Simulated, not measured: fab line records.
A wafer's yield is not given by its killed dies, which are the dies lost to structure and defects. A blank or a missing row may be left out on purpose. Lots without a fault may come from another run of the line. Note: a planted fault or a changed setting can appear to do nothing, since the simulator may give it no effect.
Chamber matching + flow n5-finfet + rie-diel-03 running N5_BEOL_M0_STRIP_104: 4 sister chambers
The step strips in N2/H2. 4 wafers are shown with their chamber, then 11 later ones without.

## WAFERS WITH THEIR CHAMBER
| wafer  | chamber | showerhead-plenum-p-Torr (Torr) |
|--------|---------|---------------------------------|
| L084.2 | 2       | 2.59                            |
| L084.3 | 3       | 2.44                            |
| L084.5 | 0       | 2.59                            |
| L087.2 | 1       | 2.62                            |

## WAFERS MISSING THEIR CHAMBER
| wafer  | showerhead-plenum-p-Torr (Torr) |
|--------|---------------------------------|
| L087.3 | 2.58                            |
| L087.5 | 2.58                            |
| L089.1 | 2.43                            |
| L089.5 | 2.58                            |
| L089.6 | 2.62                            |
| L093.3 | 2.62                            |
| L093.4 | 2.43                            |
| L093.6 | 2.43                            |
| L095.2 | 2.58                            |
| L095.4 | 2.43                            |
| L095.6 | 2.62                            |

## WHICH CHAMBER EACH WENT THROUGH
| wafer  | from the rows above     | in truth |
|--------|-------------------------|----------|
| L087.3 | can't be placed: 0 or 2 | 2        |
| L087.5 | can't be placed: 0 or 2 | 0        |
| L089.1 | 3                       | 3        |
| L089.5 | can't be placed: 0 or 2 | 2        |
| L089.6 | 1                       | 1        |
| L093.3 | 1                       | 1        |
| L093.4 | 3                       | 3        |
| L093.6 | 3                       | 3        |
| L095.2 | can't be placed: 0 or 2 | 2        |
| L095.4 | 3                       | 3        |
| L095.6 | 1                       | 1        |
Correctly placed: 7 of 11. Not placeable from these rows: 4 (in 4, the candidates include the true chamber). Number placed wrongly: 0.
How it was worked out, from the rows above alone: a wafer's distance from a chamber is the root of the sum, over the readings, of the square of ((its reading less the chamber's mean) divided by the reading's scatter). The wafer belongs to the nearest chamber; if the next one is less than 2 further off, it can't be placed. A chamber's mean is the mean of its shown wafers. The scatter: root of mean squared gap, hidden wafer to nearest shown wafer, with one shown wafer a chamber.
